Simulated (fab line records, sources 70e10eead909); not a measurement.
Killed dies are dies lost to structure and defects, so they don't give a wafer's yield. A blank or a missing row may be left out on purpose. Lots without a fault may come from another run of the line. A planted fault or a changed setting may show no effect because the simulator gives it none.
A struck lot beside a sound one | flow nand_harc | 14 steps out of a route of 1302
Sound: wafers L175.1, L175.3, L175.5. Struck: wafers L180.2, L180.5, L180.6. The cause comes at the end.
At each step with rows: each side's tool, then ch and its chambers, then its first start. Under that, the readings that differ: sound wafers | struck wafers | difference of the means | sigmas: that difference in standard deviations of wafers without a fault.
alike: readings whose means differ by less than 2 such deviations, and words and numbers that are the same on both sides. not compared: withheld readings, readings that some wafer has no value for, bounds like >300 that may hide the same value, and numbers for which the record gives no deviation and whose values overlap.
The two part at a step that has a row with sigmas, a row that says differs or no value, or rows on one side only. Numbers that don't overlap but have no deviation are shown without sigmas and don't part them. A reading that every wafer of one side lacks parts them only if that side has two wafers or more.

NHARC_A_STAIRCASE_TRIM_187: chemistry O2, time 211.2 s.
  sound on rie_diel-02 ch 0,2,3, day 19 23:59; struck on rie_diel-02 ch 0,1,3, day 21 20:54
  alike: drypump_motor_current_A, oes_product_au, rf_vpp_V, showerhead_plenum_p_Torr, throttle_valve_pct
  not compared: rf_hours_counter_h
then, 1 step without rows for these wafers: NHARC_A_STAIRCASE_ETCH_188 (etches the open film in C4F8/O2, target depth 100 nm, time 40.5 s).
NHARC_A_STAIRCASE_TRIM_189: chemistry O2, time 211.2 s.
  sound on rie_diel-02 ch 0,2,3; struck on rie_diel-02 ch 0,1,3
  alike: drypump_motor_current_A, oes_product_au, rf_vpp_V, showerhead_plenum_p_Torr, throttle_valve_pct
  not compared: rf_hours_counter_h
then, 1 step without rows for these wafers: NHARC_A_STAIRCASE_ETCH_190 (etches the open film in C4F8/O2, target depth 100 nm, time 40.5 s).
NHARC_A_STAIRCASE_TRIM_191: chemistry O2, time 211.2 s.
  sound on rie_diel-02 ch 1,3; struck on rie_diel-02 ch 2,3
  alike: drypump_motor_current_A, oes_product_au, rf_vpp_V, showerhead_plenum_p_Torr, throttle_valve_pct
  not compared: rf_hours_counter_h
then, 4 steps without rows for these wafers: NHARC_A_STAIRCASE_ETCH_192 (etches the open film in C4F8/O2, target depth 100 nm, time 40.5 s); NHARC_A_STAIRCASE_TRIM_193 (chemistry O2, time 211.2 s); NHARC_A_STAIRCASE_ETCH_194 (etches the open film in C4F8/O2, target depth 100 nm, time 40.5 s); NHARC_A_STAIRCASE_TRIM_196 (chemistry O2, time 211.2 s).
NHARC_A_STAIRCASE_ETCH_197: etches the open film in C4F8/O2, target depth 100 nm, time 40.5 s.
  sound on rie_diel-02 ch 2,3; struck on rie_diel-04 ch 0,1
  alike: bias_w, chamber_pressure_mTorr, oes_product_au, rf_vpp_V
  not compared: rf_hours_counter_h
then, 1 step without rows for these wafers: NHARC_A_STAIRCASE_TRIM_198 (chemistry O2, time 211.2 s).
NHARC_A_STAIRCASE_ETCH_199: etches the open film in C4F8/O2, target depth 100 nm, time 40.5 s.
  sound on rie_diel-02 ch 0,2,3, day 20 01:31; struck on rie_diel-04 ch 0,1,2, day 21 23:16
  no value came back on the struck wafers for bias_w (W), chamber_pressure_mTorr (mTorr), oes_product_au (a.u.), rf_vpp_V (V); on the sound wafers bias_w (W) reads 999.1 999.9 994.9
  not compared: rf_hours_counter_h
NHARC_A_STAIRCASE_TRIM_200: chemistry O2, time 211.2 s.
  sound on rie_diel-02 ch 0,1,2; struck on rie_diel-04 ch 0,3
  alike: drypump_motor_current_A, oes_product_au, rf_vpp_V, showerhead_plenum_p_Torr, throttle_valve_pct
  not compared: rf_hours_counter_h
-- the record jumps here: 8 days lie between the struck wafers' starts before and after (it left off in module A_STAIRCASE and takes up again in module END, whose first step shown is number 1302 of the route) --
NHARC_END_SORT_01:
  sound on prober-02 ch 0, day 28 01:13; struck on prober-02 ch 0, day 30 02:49
  reading         | sound    | struck                                                               | difference                   | sigmas
  hold            | - - -    | await_dispo/2.3h/scrap await_dispo/2.3h/scrap await_dispo/2.3h/scrap | no value on the sound wafers |
  killed_at_array | 60 45 46 | 673 675 672                                                          | +623                         | +39
  killed_at_other | 1 2 4    | 0 0 0                                                                | -2                           | -2
  killed_dies     | 65 51 52 | 677 677 677                                                          | +621                         | +39
  alike: killed_at_periphery, killed_open, killed_short

WHERE THEY PART
First at NHARC_A_STAIRCASE_ETCH_199; last, within this record, at NHARC_END_SORT_01.

WHY: what the simulator had put in
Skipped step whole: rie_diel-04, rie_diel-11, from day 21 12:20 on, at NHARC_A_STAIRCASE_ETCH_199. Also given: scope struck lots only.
